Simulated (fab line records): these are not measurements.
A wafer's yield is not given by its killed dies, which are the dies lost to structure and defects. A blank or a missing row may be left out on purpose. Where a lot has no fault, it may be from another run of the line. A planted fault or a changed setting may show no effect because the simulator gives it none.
3 desks looking at one fault / flow n5_finfet / every desk sees just its own numbers, and what lay behind them comes last

== FOR THE TOOL OWNER'S DESK: rie_diel-02 ==
The tool's own readings at N5_FIN_CUT_ETCH_21 (etches SOC in N2/H2, target depth 219 nm, overetch 43.8 nm, time 523.5 s): means of the sampled wafers that have a number, for each lot that ran on this tool. Any lot whose mean is over 4 standard deviations away from the usual mean is out of limits and marked OUT; that distance is given in the brackets.
Columns: A = drypump_motor_current_A at N5_FIN_CUT_ETCH_21, usual 6.0 A; B = n2_flow_sccm at N5_FIN_CUT_ETCH_21, usual 200.0 sccm; C = oes_product_au at N5_FIN_CUT_ETCH_21, usual 0.73 a.u.; D = rf_vpp_V at N5_FIN_CUT_ETCH_21, usual 240.5 V; E = showerhead_plenum_p_Torr at N5_FIN_CUT_ETCH_21, usual 2.53 Torr; F = throttle_valve_pct at N5_FIN_CUT_ETCH_21, usual 17.73 %
lot=L600; first seen here=day 2 22:08; A=5.9; B=200.7; C=0.66; D=239.0; E=2.45; F=17.80
lot=L609; first seen here=day 5 11:02; A=5.7; B=199.9; C=0.66; D=241.1; E=2.60; F=18.19
Result from this desk: across the 2 lots, nothing is out of limits.

== THE METROLOGY DESK ==
What the gauges read for every lot (on any tool): the sampled wafers with a number, averaged. Any lot whose mean is over 4 standard deviations away from the usual mean is out of limits and marked OUT; that distance is given in the brackets. Only the readings that lie furthest out on some lot appear, 7 of the 12 it has.
Columns: A = cd_nm at N5_FIN_CUT_CD_MEAS_08, usual 29.02 nm; B = FIN_CUT_OVL at N5_FIN_CUT_OVL_MEAS_09, usual -0.3 nm; C = IOFF_P at N5_BEOL_M4_RC_MEAS_101, usual 0.23 nA/um; D = ION_N at N5_BEOL_M4_RC_MEAS_101, usual 673 uA/um; E = ION_P at N5_BEOL_M4_RC_MEAS_101, usual 462 uA/um; F = VT_N at N5_BEOL_M4_RC_MEAS_101, usual 250 mV; G = VT_P at N5_BEOL_M4_RC_MEAS_101, usual -249.7 mV
lot=L597; first seen here=day 2 03:02; A=29.10; B=0.1; C=0.18; D=665; E=450; F=252; G=-253.8
lot=L600; first seen here=day 2 21:54; A=28.70; B=-1.2; C=0.22; D=671; E=454; F=248; G=-250.9
lot=L609; first seen here=day 5 10:47; A=28.98; B=-0.2; C=0.21; D=663; E=458; F=253; G=-250.7
lot=L615; first seen here=day 6 15:52; A=29.02; B=-0.1; C=0.16; D=653; E=449; F=256; G=-254.8
lot=L617; first seen here=day 7 02:48; A=28.87; B=0.7; C=0.21; D=679; E=469; F=250; G=-251.0
Result from this desk: across the 5 lots, nothing is out of limits.

== THE DEFECT DESK ==
Counts from the inspections along the route, per lot, as means over the sampled wafers that have a number. Any lot whose mean is over 4 standard deviations away from the usual mean is out of limits and marked OUT; that distance is given in the brackets.
Columns: A = raw_defect_count at N5_FIN_CUT_INSPECT_10, usual 42
lot=L597; first seen here=day 2 03:07; A=38
lot=L600; first seen here=day 2 22:00; A=33
lot=L609; first seen here=day 5 10:53; A=39
lot=L615; first seen here=day 6 15:57; A=28
lot=L617; first seen here=day 7 02:53; A=28
Result from this desk: across the 5 lots, nothing is out of limits.

== BROUGHT TOGETHER ==
Nothing out of limits was seen by the tool owner's desk.
Nothing out of limits was seen by the metrology desk.
No out-of-limits result turned up at the defect desk.

== WHAT THE SIMULATOR HAD INSERTED ==
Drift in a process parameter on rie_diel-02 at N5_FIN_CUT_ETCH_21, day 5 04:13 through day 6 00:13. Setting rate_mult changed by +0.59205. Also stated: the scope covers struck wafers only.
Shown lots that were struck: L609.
